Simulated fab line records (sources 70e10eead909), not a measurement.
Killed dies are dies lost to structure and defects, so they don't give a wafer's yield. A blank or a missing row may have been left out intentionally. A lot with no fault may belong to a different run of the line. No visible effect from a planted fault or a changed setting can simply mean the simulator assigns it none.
fab line records    flow nand_harc
record lots=5  wafers=15  last_day=24
route steps=1159 shown A_M0@1005
lots with no fault: from the same line, run without faults
start_h: hours from the record's first day to the start of the lot's first wafer shown    wait_h: how many hours have passed since the lot's step before this one    " unchanged from the row above    L1.1+2: a row that stands for several wafers    - no value present, or no start provided    * or withheld: withheld    < > ~ a bound
route shown NAME@n: names a module that has steps shown in the file, with the first one's number in the route    usual: average and standard deviation across the fault-free wafers    same: alike in all rows    chamber/n: place in a boat    sites: the reading at each site    _std_site: standard deviation across them    _edge_site: the outer-site mean with the inner-site mean subtracted    radius_mm: how far each site lies from the wafer's centre    mask NAME#n: copy n    behind: the tool/chamber that last shaped the wafer    hold: the reason the lot was held/the length of the hold in hours/how it ended    device: whichever transistor did not switch (one of n, p or np)    end of line: tests run on the same wafers once the route is complete    where a step has no rows: the recipe by itself    killed: not the wafer's yield, but the dies lost to structure and defects at the first sort    map: a wafer's dies, marking killed ones x, the rest . and places with no die _
set.NAME: the setting the step ran with; set.NAME@STEP: the setting that earlier step ran with    model.NAME: the simulator's own value behind a step, which no gauge read
lots at selected steps of the route; one table per step, one row per wafer
services: when a tool's chamber went out of use (start_h, in hours from the record's first day, below 0 if earlier), for how many hours, and the reason
## steps
# step NHARC_A_M0_OVL_MEAS_10
# recipe pitch_nm=160
# usual overlay_x_nm=0.4/0.87  overlay_y_nm=0.3/0.92
lot.wafer  tool        chamber  start_h  wait_h  overlay_x_nm  overlay_y_nm
L077.1     overlay-02  -        404.35   -       0.2           0.1
L077.4     "           -        "        "       -0.1          0.3
L077.6     "           -        "        "       0.1           -0.1
L089.1     overlay-01  -        502.63   -       0.0           0.9
L089.3     "           -        "        "       0.3           0.9
L089.6     "           -        "        "       0.0           0.9
L092.2     overlay-01  -        515.68   -       0.7           1.3
L092.5     "           -        "        "       0.9           0.4
L092.6     "           -        "        "       0.4           1.3
L095.1     overlay-02  -        525.53   -       1.3           0.7
L095.3     "           -        "        "       1.1           1.0
L095.4     "           -        "        "       1.1           0.7
L094.1     overlay-01  -        538.59   -       2.4           -1.2
L094.3     "           -        "        "       1.2           -0.7
L094.5     "           -        "        "       1.4           -0.5
# step NHARC_A_M0_INSPECT_11
# usual raw_defect_count=31/12
lot.wafer  tool               chamber  start_h  wait_h  raw_defect_count
L077.1     defect_inspect-01  -        404.39   0.0     27
L077.4     "                  -        "        "       31
L077.6     "                  -        "        "       26
L089.1     defect_inspect-01  -        502.67   0.0     37
L089.3     "                  -        "        "       46
L089.6     "                  -        "        "       39
L092.2     defect_inspect-01  -        515.72   0.0     29
L092.5     "                  -        "        "       58
L092.6     "                  -        "        "       36
L095.1     defect_inspect-02  -        525.58   0.1     40
L095.3     "                  -        "        "       54
L095.4     "                  -        "        "       39
L094.1     defect_inspect-02  -        538.63   0.0     49
L094.3     "                  -        "        "       40
L094.5     "                  -        "        "       42
# step NHARC_A_M0_DESCUM_14
# recipe time_s=3  o2_flow_sccm=200  ar_flow_sccm=0  bias_power_w=0  chemistry=O2
# usual drypump_motor_current_A=6.0/0.37  oes_product_au=0.999/0.0079  rf_vpp_V=58.0/0.95  showerhead_plenum_p_Torr=1.94/0.086  throttle_valve_pct=11.312/0.0094
lot.wafer  tool         chamber  start_h  wait_h  drypump_motor_current_A  oes_product_au  rf_hours_counter_h  rf_vpp_V  showerhead_plenum_p_Torr  throttle_valve_pct
L077.1     rie_diel-02  3        404.47   0.1     5.7                      1.007           4.6                 57.0      1.90                      11.316
L077.4     "            0        "        "       6.3                      0.998           4.3                 60.0      2.06                      11.320
L077.6     "            1        "        "       6.7                      0.995           -                   55.6      1.93                      11.325
L089.1     rie_diel-11  2        502.73   0.1     5.8                      1.007           8.6                 57.6      1.85                      11.313
L089.3     "            1        "        "       5.5                      0.998           7.5                 57.2      2.02                      11.311
L089.6     "            2        "        "       5.8                      1.004           -                   57.9      1.85                      11.329
L092.2     rie_diel-02  1        515.79   0.1     6.7                      1.015           0.4                 57.5      1.93                      11.318
L092.6     "            0        "        "       6.4                      1.016           -                   58.0      2.06                      11.323
L092.5     "            1        "        "       6.6                      1.006           -                   57.4      1.93                      11.303
L095.1     rie_diel-02  1        525.64   0.1     6.7                      1.012           0.8                 57.4      1.93                      11.317
L095.3     "            2        "        "       6.2                      1.003           0.8                 57.7      1.98                      11.310
L095.4     "            0        "        "       6.3                      1.012           0.8                 57.9      2.06                      11.337
L094.1     rie_diel-08  3        538.69   0.1     6.2                      0.993           2.9                 59.0      2.06                      11.316
L094.3     "            2        "        "       5.6                      0.995           3.0                 57.0      1.80                      11.308
L094.5     "            3        "        "       6.2                      1.002           -                   57.1      2.06                      11.317
# step NHARC_A_M0_ETCH_34
# recipe target_depth_a=400  overetch_a=120  time_s=43.94  ion_energy_ev=200  n2_flow_sccm=150  h2_flow_sccm=150  ar_flow_sccm=0  rf_w=400  bias_w=150  chemistry=N2/H2
# usual drypump_motor_current_A=6.0/0.37  oes_product_au=1.001/0.0072  rf_fwd_power_W=395.6/1.8  rf_vpp_V=431.3/2.8  showerhead_plenum_p_Torr=2.07/0.095  throttle_valve_pct=14.172/0.0092
lot.wafer  tool         chamber  start_h  wait_h  drypump_motor_current_A  oes_product_au  rf_fwd_power_W  rf_hours_counter_h  rf_vpp_V  showerhead_plenum_p_Torr  throttle_valve_pct
L077.4     rie_diel-02  2        404.54   0.1     6.2                      0.999           393.9           3.9                 432.6     2.12                      14.192
L077.1     "            0        "        "       6.4                      1.009           398.2           4.3                 435.4     2.20                      14.165
L077.6     "            2        "        "       6.2                      0.997           392.6           -                   432.3     2.12                      14.177
L089.1     rie_diel-11  2        502.82   0.1     5.8                      1.006           394.8           8.6                 429.2     1.97                      14.185
L089.3     "            3        "        "       6.4                      1.012           395.4           7.7                 431.6     2.06                      14.169
L089.6     "            2        "        "       5.9                      0.997           396.3           -                   428.1     1.97                      14.176
L092.2     rie_diel-02  0        515.90   0.1     6.4                      1.011           397.6           0.4                 435.2     2.20                      14.164
L092.6     "            2        "        "       6.2                      1.015           395.7           -                   432.9     2.12                      14.180
L092.5     "            0        "        "       6.4                      1.019           399.1           -                   435.7     2.20                      14.174
L095.4     rie_diel-02  3        525.73   0.1     5.7                      0.995           395.1           0.0                 428.7     2.02                      14.156
L095.1     "            0        "        "       6.4                      1.007           398.7           0.8                 434.8     2.20                      14.180
L095.3     "            1        "        "       6.7                      1.000           393.9           0.8                 430.0     2.06                      14.163
L094.3     rie_diel-08  2        538.78   0.1     5.6                      1.007           396.5           3.0                 427.1     1.92                      14.150
L094.1     "            1        "        "       6.4                      0.997           396.2           2.9                 435.3     2.18                      14.173
L094.5     "            3        "        "       6.2                      0.993           397.3           -                   435.5     2.20                      14.186
# step NHARC_A_M0_ETCH_15
# recipe target_depth_a=1500  overetch_a=150  time_s=82.5  c4f8_flow_sccm=withheld  ar_flow_sccm=400  rf_w=600  bias_w=300  chemistry=C4F8/Ar
# usual oes_product_au=0.952/0.023  rf_fwd_power_W=595.8/2.4  rf_vpp_V=441.5/2.9
lot.wafer  tool         chamber  start_h  wait_h  oes_product_au  rf_fwd_power_W  rf_hours_counter_h  rf_vpp_V
L077.4     rie_diel-02  3        -        -       0.973           594.5           4.7                 441.1
L077.1     "            0        "        "       0.986           598.5           4.3                 446.0
L077.6     "            2        "        "       0.949           593.6           -                   440.7
L089.1     rie_diel-11  3        -        -       0.963           592.1           7.7                 442.0
L089.3     "            0        "        "       0.956           592.5           7.5                 437.3
L089.6     "            1        "        "       0.979           599.2           -                   444.6
L092.2     rie_diel-02  1        -        -       0.972           598.2           0.5                 440.8
L092.6     "            1        "        "       0.978           594.5           -                   439.8
L092.5     "            2        "        "       0.956           592.6           -                   442.2
L095.1     rie_diel-02  2        -        -       0.983           593.6           0.9                 442.2
L095.3     "            3        "        "       0.979           599.2           0.0                 440.0
L095.4     "            0        "        "       0.993           601.4           0.9                 444.7
L094.1     rie_diel-08  3        -        -       0.956           594.9           3.0                 446.4
L094.3     "            0        "        "       0.941           597.8           2.9                 437.4
L094.5     "            3        "        "       0.957           597.4           -                   444.9
# step NHARC_A_M0_CD_MEAS_16
# usual cd_nm=79.9/0.66
lot.wafer  tool       chamber  start_h  wait_h  cd_nm
L077.1     cd_sem-01  -        404.75   -       79.7
L077.4     "          -        "        "       80.4
L077.6     "          -        "        "       79.2
L089.1     cd_sem-02  -        503.03   -       79.9
L089.3     "          -        "        "       79.1
L089.6     "          -        "        "       80.0
L092.2     cd_sem-02  -        516.13   -       78.8
L092.5     "          -        "        "       79.6
L092.6     "          -        "        "       79.6
L095.1     cd_sem-02  -        525.94   -       80.2
L095.3     "          -        "        "       80.7
L095.4     "          -        "        "       80.6
L094.1     cd_sem-01  -        538.99   -       81.8
L094.3     "          -        "        "       80.7
L094.5     "          -        "        "       80.0
# step NHARC_A_M0_STRIP_18
# recipe power_w=1000  n2_flow_sccm=150  h2_flow_sccm=150  ar_flow_sccm=0  bias_w=0  chemistry=N2/H2
# usual drypump_motor_current_A=6.0/0.36  oes_product_au=1.000/0.008  rf_fwd_power_W=997/3.1  rf_vpp_V=90.9/1.1  showerhead_plenum_p_Torr=2.07/0.1  throttle_valve_pct=14.171/0.009
lot.wafer  tool         chamber  start_h  wait_h  drypump_motor_current_A  oes_product_au  rf_fwd_power_W  rf_hours_counter_h  rf_vpp_V  showerhead_plenum_p_Torr  throttle_valve_pct
L077.1     rie_diel-11  1        404.84   0.1     5.5                      0.993           999             2                   90.6      2.16                      14.177
L077.4     "            1        "        "       5.5                      0.997           999             -                   90.8      2.16                      14.177
L077.6     "            2        "        "       5.9                      1.006           998             -                   90.6      1.97                      14.186
L089.1     rie_diel-11  2        503.11   0.1     5.8                      1.002           1004            9                   89.8      1.97                      14.174
L089.3     "            0        "        "       5.7                      0.989           995             7                   91.0      1.97                      14.192
L089.6     "            2        "        "       5.8                      1.002           999             -                   91.3      1.97                      14.178
L092.2     rie_diel-02  2        516.23   0.1     6.2                      1.000           1001            1                   91.8      2.12                      14.172
L092.5     "            1        "        "       6.7                      1.002           994             -                   91.1      2.06                      14.163
L092.6     "            2        "        "       6.2                      1.005           999             -                   90.9      2.12                      14.183
L095.1     rie_diel-08  2        526.02   0.1     5.6                      1.002           995             2                   89.4      1.92                      14.169
L095.3     "            0        "        "       5.7                      0.988           1000            2                   90.3      1.93                      14.184
L095.4     "            1        "        "       6.3                      0.998           1004            2                   93.0      2.18                      14.165
L094.1     rie_diel-11  1        539.06   0.1     5.5                      1.000           1003            10                  91.0      2.16                      14.183
L094.3     "            0        "        "       5.7                      0.999           999             10                  90.5      1.97                      14.172
L094.5     "            2        "        "       5.8                      1.009           1000            -                   90.5      1.97                      14.171
# step NHARC_A_M0_STRIP_19
# recipe time_s=600  temp_c=30  chemistry=post_etch_residue_remover
# usual bath_heat_duty_pct=13.0/1.3
lot.wafer  tool          chamber  start_h  wait_h  bath_heat_duty_pct
L077.6     wet_bench-02  4        405.17   -       10.4
L077.4     "             6        "        "       13.0
L077.1     "             1        "        "       13.4
L089.1     wet_bench-02  5        503.39   -       10.7
L089.3     "             6        "        "       11.7
L089.6     "             0        "        "       12.1
L092.6     wet_bench-02  5        516.53   -       12.4
L092.2     "             0        "        "       12.3
L092.5     "             1        "        "       13.8
L095.3     wet_bench-02  0        526.29   -       12.0
L095.4     "             2        "        "       13.2
L095.1     "             4        "        "       11.5
L094.3     wet_bench-06  6        539.34   -       12.5
L094.5     "             7        "        "       14.2
L094.1     "             1        "        "       14.2
# step NHARC_A_M0_DEGAS_28
# recipe temp_c=250  time_s=60
# usual heater_power_w=317/26  susceptor_temp_C=250.02/0.16
lot.wafer  tool            chamber  start_h  wait_h  heater_power_w  susceptor_temp_C
L077.1     pvd_sputter-01  -        405.45   -       319             250.23
L077.4     "               -        "        "       311             250.09
L077.6     "               -        "        "       330             249.98
L089.3     pvd_sputter-03  -        503.66   -       363             249.96
L089.1     "               -        "        "       345             249.91
L089.6     "               -        "        "       340             250.00
L092.2     pvd_sputter-02  -        516.80   -       270             249.93
L092.6     "               -        "        "       275             249.94
L092.5     "               -        "        "       338             249.68
L095.1     pvd_sputter-01  -        526.56   -       351             250.48
L095.4     "               -        "        "       316             249.87
L095.3     "               -        "        "       307             250.01
L094.1     pvd_sputter-02  -        539.60   -       311             250.07
L094.3     "               -        "        "       279             249.97
L094.5     "               -        "        "       278             249.90
# step NHARC_A_M0_PRE_CLEAN_29
# recipe time_s=30  temp_c=280  gas=H2/He
# usual heater_power_w=392/33  susceptor_temp_C=280.02/0.18
lot.wafer  tool            chamber  start_h  wait_h  heater_power_w  susceptor_temp_C
L077.4     pvd_sputter-01  -        -        -       339             279.73
L077.1     "               -        "        "       386             279.87
L077.6     "               -        "        "       402             279.91
L089.1     pvd_sputter-03  -        -        -       424             -
L089.3     "               -        "        "       419             -
L089.6     "               -        "        "       433             -
L092.2     pvd_sputter-02  -        -        -       361             280.11
L092.6     "               -        "        "       330             280.54
L092.5     "               -        "        "       429             279.97
L095.3     pvd_sputter-01  -        -        -       371             -
L095.1     "               -        "        "       383             -
L095.4     "               -        "        "       336             -
L094.3     pvd_sputter-02  -        -        -       370             280.07
L094.1     "               -        "        "       389             279.98
L094.5     "               -        "        "       364             280.13
# step NHARC_A_M0_PVD_20
# recipe target_thk_a=50  bias_v=168.6  power_w=15000  chamber_pressure_pa=0.12  time_s=8.06  substrate_temp_c=50  material=TaN
# usual bias_v=168.4/1.6  cathode_dc_power_W=15000/2.6  throttle_valve_pct=30.1/0.98
lot.wafer  tool            chamber  start_h  wait_h  bias_v  cathode_dc_power_W  throttle_valve_pct
L077.4     pvd_sputter-01  -        -        -       168.9   14996               29.4
L077.1     "               -        "        "       168.0   15002               30.6
L077.6     "               -        "        "       171.9   15004               29.6
L089.3     pvd_sputter-03  -        -        -       166.5   15001               29.7
L089.1     "               -        "        "       167.3   14998               31.2
L089.6     "               -        "        "       168.8   15004               32.0
L092.2     pvd_sputter-02  -        -        -       170.2   14995               29.6
L092.5     "               -        "        "       167.0   15000               30.1
L092.6     "               -        "        "       167.2   15005               30.2
L095.3     pvd_sputter-01  -        -        -       168.0   14999               29.4
L095.1     "               -        "        "       167.3   15003               29.8
L095.4     "               -        "        "       167.8   14998               30.2
L094.3     pvd_sputter-02  -        -        -       167.4   14999               29.7
L094.1     "               -        "        "       164.0   14999               28.4
L094.5     "               -        "        "       166.3   15000               30.0
# step NHARC_A_M0_PVD_21
# recipe target_thk_a=300  chamber_pressure_pa=5  power_w=5000  substrate_temp_c=30  time_s=20.49  material=Cu
# usual cathode_dc_power_W=4999.9/0.88  throttle_valve_pct=30.1/1
lot.wafer  tool            chamber  start_h  wait_h  cathode_dc_power_W  throttle_valve_pct
L077.4     pvd_sputter-01  -        -        -       4999.2              29.6
L077.1     "               -        "        "       5001.1              29.6
L077.6     "               -        "        "       4999.3              29.5
L089.3     pvd_sputter-03  -        -        -       5001.9              31.5
L089.1     "               -        "        "       4999.7              32.1
L089.6     "               -        "        "       4998.4              32.3
L092.2     pvd_sputter-02  -        -        -       4999.3              29.3
L092.5     "               -        "        "       5000.2              29.7
L092.6     "               -        "        "       5001.2              28.7
L095.3     pvd_sputter-01  -        -        -       5000.3              30.1
L095.1     "               -        "        "       4999.2              29.5
L095.4     "               -        "        "       4999.9              29.6
L094.3     pvd_sputter-02  -        -        -       5000.2              29.4
L094.1     "               -        "        "       5001.3              30.3
L094.5     "               -        "        "       4999.9              28.7
# step NHARC_A_M0_ECD_22
# recipe target_thk_a=4000  bath_temp_c=25  material=Cu
# usual bath_heat_duty_pct=5.8/0.71
lot.wafer  tool       chamber  start_h  wait_h  bath_heat_duty_pct
L077.1     ecd_cu-02  1        405.80   -       6.5
L077.4     "          0        "        "       5.4
L077.6     "          1        "        "       6.2
L089.1     ecd_cu-02  0        504.02   -       6.1
L089.3     "          1        "        "       7.1
L089.6     "          1        "        "       6.6
L092.2     ecd_cu-01  1        517.23   -       5.0
L092.5     "          0        "        "       5.4
L092.6     "          1        "        "       6.1
L095.1     ecd_cu-01  0        527.01   -       5.6
L095.4     "          0        "        "       5.9
L095.3     "          1        "        "       5.6
L094.1     ecd_cu-02  1        540.08   -       7.0
L094.3     "          1        "        "       6.7
L094.5     "          0        "        "       6.2
# step NHARC_A_M0_ANNEAL_30
# recipe temp_c=225  time_s=90
# usual anneal_temp_c=225.01/0.2  wafer_temp_C_max=226.1/0.35
lot.wafer  tool           chamber  start_h  wait_h  anneal_temp_c  wafer_temp_C_max
L077.1     rtp_anneal-01  0        406.19   0.3     224.87         226.2
L077.4     "              0        "        "       224.92         225.7
L077.6     "              0        "        "       224.75         226.4
L089.1     rtp_anneal-01  0        504.39   -       225.24         226.0
L089.3     "              0        "        "       224.96         226.3
L089.6     "              0        "        "       224.84         226.2
L092.2     rtp_anneal-01  0        517.64   0.4     225.36         226.5
L092.5     "              0        "        "       225.11         226.4
L092.6     "              0        "        "       225.36         225.9
L095.1     rtp_anneal-02  0        527.58   0.5     224.96         225.9
L095.3     "              0        "        "       224.81         225.8
L095.4     "              0        "        "       224.98         225.7
L094.1     rtp_anneal-01  0        540.46   0.3     225.27         226.7
L094.3     "              0        "        "       225.14         226.1
L094.5     "              0        "        "       225.05         226.5
# step NHARC_A_M0_CMP_23
# recipe t_overpolish_s=20  target_thk_nm=113.75
# usual motor_current_A=12.3/1.3  time_to_endpoint_s=28.9/2.1
lot.wafer  tool    chamber  start_h  wait_h  motor_current_A  time_to_endpoint_s
L077.4     cmp-04  1        406.57   -       12.0             28.3
L077.1     "       3        "        "       14.1             29.2
L077.6     "       1        "        "       12.2             29.0
L089.1     cmp-04  2        504.77   -       11.5             26.6
L089.3     "       3        "        "       14.3             27.6
L089.6     "       2        "        "       12.0             27.6
L092.2     cmp-04  0        518.02   -       11.6             26.9
L092.5     "       1        "        "       12.1             27.9
L092.6     "       2        "        "       11.8             25.9
L095.4     cmp-03  3        527.92   -       13.1             29.2
L095.3     "       0        "        "       11.3             29.7
L095.1     "       1        "        "       14.9             30.0
L094.3     cmp-04  2        540.83   -       11.9             27.2
L094.1     "       3        "        "       13.8             26.6
L094.5     "       1        "        "       12.1             27.1
# step NHARC_A_M0_THK_MEAS_24
# recipe thk_meas_gauge=xrf
# usual thk_nm=114.1/1.3
lot.wafer  tool           chamber  start_h  wait_h  thk_nm
L077.1     film_metro-02  -        406.86   -       113.1
L077.4     "              -        "        "       112.3
L077.6     "              -        "        "       113.9
L089.1     film_metro-01  -        505.05   -       111.8
L089.3     "              -        "        "       114.0
L089.6     "              -        "        "       114.4
L092.2     film_metro-01  -        518.25   -       113.4
L092.5     "              -        "        "       112.6
L092.6     "              -        "        "       113.1
L095.1     film_metro-02  -        528.23   -       111.5
L095.3     "              -        "        "       112.9
L095.4     "              -        "        "       116.1
L094.1     film_metro-01  -        541.11   -       115.2
L094.3     "              -        "        "       113.5
L094.5     "              -        "        "       115.4
# step NHARC_A_M0_SRD_25
lot.wafer   tool          chamber  start_h  wait_h
L077.6+4+1  wet_bench-10  2,3,4    406.91   0.0
L089.1+3+6  wet_bench-10  4,5,0    505.10   0.0
L092.2+6+5  wet_bench-10  4,7,0    518.30   0.0
L095.4+1+3  wet_bench-08  1,2,4    528.28   0.0
L094.5+1+3  wet_bench-08  4,6,7    541.15   0.0
# step NHARC_A_M0_INSPECT_27
# usual raw_defect_count=429/120
lot.wafer  tool               chamber  start_h  wait_h  raw_defect_count
L077.1     defect_inspect-01  -        407.01   0.0     310
L077.4     "                  -        "        "       438
L077.6     "                  -        "        "       352
L089.1     defect_inspect-02  -        505.23   0.0     445
L089.3     "                  -        "        "       368
L089.6     "                  -        "        "       340
L092.2     defect_inspect-01  -        518.44   0.0     649
L092.5     "                  -        "        "       915
L092.6     "                  -        "        "       536
L095.1     defect_inspect-02  -        528.39   0.0     534
L095.3     "                  -        "        "       335
L095.4     "                  -        "        "       349
L094.1     defect_inspect-02  -        541.27   0.0     385
L094.3     "                  -        "        "       696
L094.5     "                  -        "        "       670
# step NHARC_A_M0_PRE_CLEAN_31
# recipe time_s=12  temp_c=370  rf_power_w=300  gas=NH3
# usual heater_power_w=652/54  rf_fwd_power_W=292.6/0.86  susceptor_temp_C=369.99/0.22
lot.wafer  tool      chamber  start_h  wait_h  heater_power_w  rf_fwd_power_W  susceptor_temp_C
L077.1     pecvd-01  1        407.11   0.1     653             293.4           370.15
L077.6     "         2        "        "       567             292.4           369.94
L077.4     "         0        "        "       726             293.7           369.76
L089.1     pecvd-01  1        505.31   0.1     633             292.8           370.00
L089.3     "         2        "        "       649             294.7           370.14
L089.6     "         0        "        "       689             293.0           369.61
L092.2     pecvd-01  1        518.51   0.1     688             294.2           369.79
L092.6     "         2        "        "       595             292.9           369.98
L092.5     "         0        "        "       692             292.2           369.83
L095.1     pecvd-01  1        528.70   0.3     578             291.5           369.78
L095.3     "         2        "        "       635             293.6           370.07
L095.4     "         2        "        "       652             292.3           370.23
L094.3     pecvd-04  1        541.33   0.1     612             292.0           369.99
L094.1     "         0        "        "       696             292.5           370.04
L094.5     "         0        "        "       694             292.4           370.15
## services
tool            chamber  start_h  hours  kind
rie_diel-02     2        383.72   14.0   repair
pvd_sputter-02  -        392.00   10.0   pm
rie_diel-08     0        392.92   10.2   repair
cmp-04          -        399.25   4.0    pm
rie_diel-11     3        401.69   8.5    repair
rie_diel-02     1        410.57   7.7    repair
pecvd-01        -        418.00   13.0   pm
pvd_sputter-03  -        424.30   1.7    repair
pvd_sputter-01  -        426.35   1.9    repair
cmp-04          -        430.30   1.9    repair
pvd_sputter-02  -        434.43   1.3    repair
rie_diel-08     3        434.91   8.7    repair
cmp-04          -        435.33   8.0    repair
rie_diel-08     2        446.19   3.8    repair
rie_diel-02     1        448.72   12.5   repair
rie_diel-02     0        448.92   6.9    repair
pvd_sputter-02  -        456.78   1.3    repair
pvd_sputter-03  -        458.00   10.0   pm
cmp-04          -        459.34   0.6    repair
rie_diel-08     -        478.84   9.0    pm
pvd_sputter-02  -        495.71   1.8    repair
rie_diel-02     -        504.70   9.0    pm
pvd_sputter-01  -        514.01   10.0   pm
rie_diel-11     2        521.53   2.3    repair
## key
fault none
